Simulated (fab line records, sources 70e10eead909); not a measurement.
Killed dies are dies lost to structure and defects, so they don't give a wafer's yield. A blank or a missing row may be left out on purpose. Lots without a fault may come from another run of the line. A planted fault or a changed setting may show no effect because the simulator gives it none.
Which tool did it? | flow nand_harc | 6 lots, 18 wafers sampled, at 5 steps of a route of 1302

WHAT THE GAUGES READ, wafer by wafer
NHARC_END_SORT_01.
lot  | measured     | on        | killed_at_array
L775 | day 27 08:58 | prober-01 | 70 47 48
L780 | day 29 18:07 | prober-01 | 21 37 39

WHICH TOOL RAN EACH LOT (tool, then ch and the chambers of the sampled wafers, then the start)
lot  | NHARC_P_GATE_EXPOSE_08            | NHARC_A_BONDPAD_ETCH_12                       | NHARC_A_BONDPAD_PVD_27                  | NHARC_THIN_TSV_ETCH_44
L769 | krf_scanner-04 ch 0, day 4 22:23  | rie_diel-06 ch 0,3, day 24 12:19 or earlier   | pvd_sputter-01, day 24 12:19 or earlier | rie_diel-09 ch 0,2,3, day 24 12:19
L771 | krf_scanner-03 ch 0, day 5 12:25  | rie_diel-06 ch 0,2, day 24 17:25 or earlier   | pvd_sputter-03, day 24 17:25 or earlier | rie_diel-13 ch 0,2,3, day 24 17:25
L775 | krf_scanner-04 ch 0, day 7 12:24  | rie_diel-06 ch 0,1,3, day 26 14:21 or earlier | pvd_sputter-02, day 26 14:21 or earlier | rie_diel-13 ch 1,2, day 26 14:21
L780 | krf_scanner-04 ch 0, day 9 06:52  | rie_diel-06 ch 0,1,3, day 28 22:24 or earlier | pvd_sputter-03, day 28 22:24 or earlier | rie_diel-09 ch 1,2,3, day 28 22:24
L786 | krf_scanner-03 ch 0, day 11 17:41 | rie_diel-06 ch 0,2, day 31 04:54 or earlier   | pvd_sputter-02, day 31 04:54 or earlier | rie_diel-09 ch 0,1,2, day 31 04:54
L790 | krf_scanner-02 ch 0, day 13 13:10 | rie_diel-06 ch 1,2, day 32 21:31 or earlier   | pvd_sputter-03, day 32 21:31 or earlier | rie_diel-09 ch 0,2,3, day 32 21:31
- NHARC_P_GATE_EXPOSE_08: exposes mask P HV.
- NHARC_A_BONDPAD_ETCH_12: etches the open film in CHF3/O2, target depth 220 nm, time 110 s.
- NHARC_A_BONDPAD_PVD_27: deposits Cu, target thk 30 nm, time 20.49 s.
- NHARC_THIN_TSV_ETCH_44: etches the open film in CF4/O2, target depth 1594.2 nm, time 797.1 s.

THE ANSWER, worked out from the rows above alone
Rule: what is usual is taken from the lots themselves. Put in order of their means at a reading, lots are off if they are a third of the lots or fewer, leave a main group of 4 or more, and stand apart from it by a gap of 3 or more times the standard deviation of the main group's means; of several such gaps the widest counts. A main group whose means are all the same, to the digits that the tables above print for the reading, isn't used. A lot without any number at a reading at which 4 lots or more have one is off too. The other lots that the step has rows for count as sound.
No lot is off at any reading shown: from this, nothing can be told.

WHAT THE SIMULATOR HAD PUT IN
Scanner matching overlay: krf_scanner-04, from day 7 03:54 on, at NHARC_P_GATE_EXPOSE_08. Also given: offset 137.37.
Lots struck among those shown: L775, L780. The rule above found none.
